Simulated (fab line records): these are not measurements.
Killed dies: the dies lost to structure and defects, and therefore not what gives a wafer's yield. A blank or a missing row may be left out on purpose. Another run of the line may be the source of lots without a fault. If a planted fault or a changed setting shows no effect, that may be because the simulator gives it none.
Lot-split experiment -- flow n5Finfet -- route with 1938 steps; 7 lots, 21 wafers read

## THE SPLIT ITSELF
At N5_PASSIVATION_PECVD_35 (deposits SiNx from SiH4/NH3/N2, target thk 700 nm, time 151.3 s), the setting timeS was moved away from the recipe's 151.3 s on 7 of the 21 wafers read, by -13.3% to +13.4%. All remaining wafers had this setting at the recipe value.

The split's own step is where the reading is taken.

## THE READING
SiNx_of_PASSIVATION_PECVD_35.thkNm (the simulator's own value, which no gauge read), in nm, at N5_PASSIVATION_PECVD_35 (deposits SiNx from SiH4/NH3/N2, target thk 700 nm, time 151.3 s). No usual value for it is given in the file. Across the 14 wafers here that went through the recipe, the average is 694.9 nm and the standard deviation 8.8 nm.

wafer,"tool, chamber at the split","timeS as run, s",against the recipe,"SiNx_of_PASSIVATION_PECVD_35.thkNm, nm",against lot-mates on the recipe
L075.1,"pecvd-04, 0",151.3,recipe,690,-
L075.2,"pecvd-04, 1",151.3,recipe,689.2,-
L075.3,"pecvd-04, 2",151.3,recipe,678.4,-
L076.4,"pecvd-02, 1",157.6,+4.2%,737,+31.8
L076.5,"pecvd-02, 2",151.3,recipe,705.2,-
L076.6,"pecvd-02, 0",157.6,+4.2%,726.2,+21.0
L080.1,"pecvd-04, 2",151.3,recipe,684.8,-
L080.2,"pecvd-04, 0",151.3,recipe,693.6,-
L080.5,"pecvd-04, 2",151.3,recipe,699.4,-
L077.1,"pecvd-04, 2",151.3,recipe,686,-
L077.3,"pecvd-04, 0",171.6,+13.4%,805.2,+119.2
L077.6,"pecvd-04, 0",171.6,+13.4%,792.4,+106.4
L082.3,"pecvd-02, 0",131.2,-13.3%,606.4,-93.6
L082.4,"pecvd-02, 0",151.3,recipe,700,-
L082.6,"pecvd-02, 2",131.2,-13.3%,613.2,-86.8
L087.1,"pecvd-04, 0",151.3,recipe,698.6,-
L087.4,"pecvd-04, 2",165.2,+9.2%,757.8,+52.3
L087.5,"pecvd-04, 0",151.3,recipe,712.4,-
L095.1,"pecvd-01, 1",151.3,recipe,690.2,-
L095.3,"pecvd-01, 0",151.3,recipe,696,-
L095.6,"pecvd-01, 0",151.3,recipe,704.2,-

THE FIT
A straight line over all 21 wafers: SiNx_of_PASSIVATION_PECVD_35.thkNm changes by +7.08 nm for each +1% of timeS; r = +0.98; the points scatter about the line by 9.1 nm.
The same after taking each lot's own level away (the mean of its wafers on the recipe; 21 wafers): +7.34 nm for each +1%; r = +0.99; scatter 8.3 nm.
On that fit, the largest move of timeS shifts the reading by 98 nm.
The lots' own levels span 685.87 to 705.50 nm, that is 2.2 times the standard deviation above.
So the lot-to-lot level changes the slope little: the two slopes agree.
Check: with one of the wafers moved furthest among these (+13.4%) left out of the fit, the line predicts +93.1 nm for it against its lot-mates. It came out at +119 nm against them.

## THESE WAFERS: OTHER SPLITS
Other splits were also applied to these wafers ahead of the reading. Each is held against what the fit with the lots' levels taken away leaves over:
other split on the same wafers,wafers away from the commonest value,r with SiNx_of_PASSIVATION_PECVD_35.thkNm (lot level and that fit taken away)
N5_BEOL_M9_ETCH_62 timeS,7,-0.26
N5_BEOL_M12_COAT_04 spinRpm,9,+0.21
N5_BEOL_M12_PEB_08 pebTimeS,10,-0.51
N5_BEOL_M12_ETCH_38 timeS,4,-0.24
N5_BEOL_M13_ETCH_67 biasW,9,+0.38
N5_BEOL_M13_SPUTTER_43 timeS,8,-0.15
N5_BEOL_M15_ILD_DEP_00 timeS,10,+0.10
N5_PASSIVATION_PECVD_53 timeS,5,-0.05

## THE FILE'S OWN FIT
SiNx_of_PASSIVATION_PECVD_35.thkNm changes by +7.21 nm for each +1% of timeS, r = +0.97.
